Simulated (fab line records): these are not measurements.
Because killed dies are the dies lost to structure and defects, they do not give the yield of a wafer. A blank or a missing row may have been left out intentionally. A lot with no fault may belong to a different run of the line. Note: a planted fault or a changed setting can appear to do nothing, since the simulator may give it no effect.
Struck lot and sound lot, side by side || flow n5-finfet || 16 steps out of a route of 1938
Sound: these wafers, L109.1, L109.2, L109.3. The struck wafers were L107.1, L107.4, L107.5. The cause is named last.
At each step with rows: each side's tool, then ch and its chambers, then its first start. Under that, the readings that differ: sound wafers || struck wafers || difference of the means || sigmas: that difference in standard deviations of wafers without a fault.
alike: words and numbers the same on both sides, and readings whose means are apart by under 2 such deviations; not compared: readings that were withheld, readings missing a value for some wafer, numbers with overlapping values and no deviation given by the record, and bounds like >300 which may hide the same value.
A row with sigmas, a row that says differs or no value, or rows on one side alone: a step with any of these is where the two part. Non-overlapping numbers with no deviation appear without sigmas and do not part them. A reading missing from all wafers of one side parts the sides only when that side holds two or more wafers.

first, 5 steps without rows for these wafers: N5_BEOL_M3_SPUTTER_81 (material Cu, target thk 4.5 nm, time 8.29 s); N5_BEOL_M3_ANNEAL_82 (time 240 s); N5_BEOL_M3_SPUTTER_86 (material Cu, target thk 4.5 nm, time 8.29 s); N5_BEOL_M3_ANNEAL_87 (time 240 s); N5_BEOL_M3_SPUTTER_88 (material Cu, target thk 4.5 nm, time 8.29 s).
N5_BEOL_M3_ANNEAL_89: time 240 s.
  struck on pvd-sputter-01, day 11 11:29; sound on pvd-sputter-02, day 11 13:37
  alike: heater-power-w
N5_BEOL_M3_SPUTTER_90: material Cu, target thk 4.5 nm, time 8.29 s.
  struck on pvd-sputter-01, day 11 11:38; sound on pvd-sputter-02, day 11 13:45
  alike: chamber-pressure-pa, chuck-gas-flow-sccm, throttle-valve-pct
then, 1 step without rows for these wafers: N5_BEOL_M3_ANNEAL_91 (time 240 s).
N5_BEOL_M3_SPUTTER_92: material Cu, target thk 4.5 nm, time 8.29 s.
  struck on pvd-sputter-01, day 11 11:51; sound on pvd-sputter-02, day 11 13:58
  alike: chamber-pressure-pa, chuck-gas-flow-sccm, throttle-valve-pct
N5_BEOL_M3_ANNEAL_93: time 240 s.
  struck on pvd-sputter-01, day 11 11:56; sound on pvd-sputter-02, day 11 14:03
  alike: heater-power-w
N5_BEOL_M3_SPUTTER_94: material Cu, target thk 4.5 nm, time 8.29 s.
  struck on pvd-sputter-01, day 11 12:04; sound on pvd-sputter-02, day 11 14:11
  alike: chamber-pressure-pa, chuck-gas-flow-sccm, throttle-valve-pct
then, 1 step without rows for these wafers: N5_BEOL_M3_ANNEAL_95 (time 240 s).
N5_BEOL_M3_SPUTTER_96: material Cu, target thk 4.5 nm, time 8.29 s.
  struck on pvd-sputter-01, day 11 12:17; sound on pvd-sputter-02, day 11 14:25
  no value came back on the struck wafers for chamber-pressure-pa (Pa), chuck-gas-flow-sccm (sccm), throttle-valve-pct (%); on the sound wafers chamber-pressure-pa (Pa) reads 0.07006 0.07014 0.06965
then, 1 step without rows for these wafers: N5_BEOL_M3_ECD_50 (material Cu, target thk 300 nm).
N5_BEOL_M4_RC_MEAS_101:
  sound on prober-02 ch 0, day 12 04:20; struck on prober-02 ch 0, day 11 23:23
  alike: DIBL_N, DIBL_P, IOFF_N, IOFF_P, ION_N, ION_P, SS_N, SS_P, VT_N, VT_P
-- a jump in the record: the struck wafers' starts before and after are 4 days apart (it breaks off in module BEOL_M4 and resumes in module PASSIVATION, where the first step shown is number 1936 of the route) --
N5_PASSIVATION_PROBE_49:
  struck on prober-02, day 16 01:47; sound on prober-02, day 16 02:45
  alike: defect-limited-yield, killed_at_M0_to_M3, killed_at_M4_up, killed-at-contacts, killed-at-front-end, killed-at-other, killed-dies, killed-open, killed-short, sort_bin_5_function, sort_bin_6_memory, sort-n-pass, sort-yield-pct

## WHERE THEY PART
Within this record, at N5_BEOL_M3_SPUTTER_96 only. Later steps at which nothing parts them and some readings are alike: N5_BEOL_M4_RC_MEAS_101, N5_PASSIVATION_PROBE_49.

WHY: whatever the simulator had introduced
Whole step skipped at N5_BEOL_M3_SPUTTER_96 on pvd-sputter-01, starting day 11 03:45. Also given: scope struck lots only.
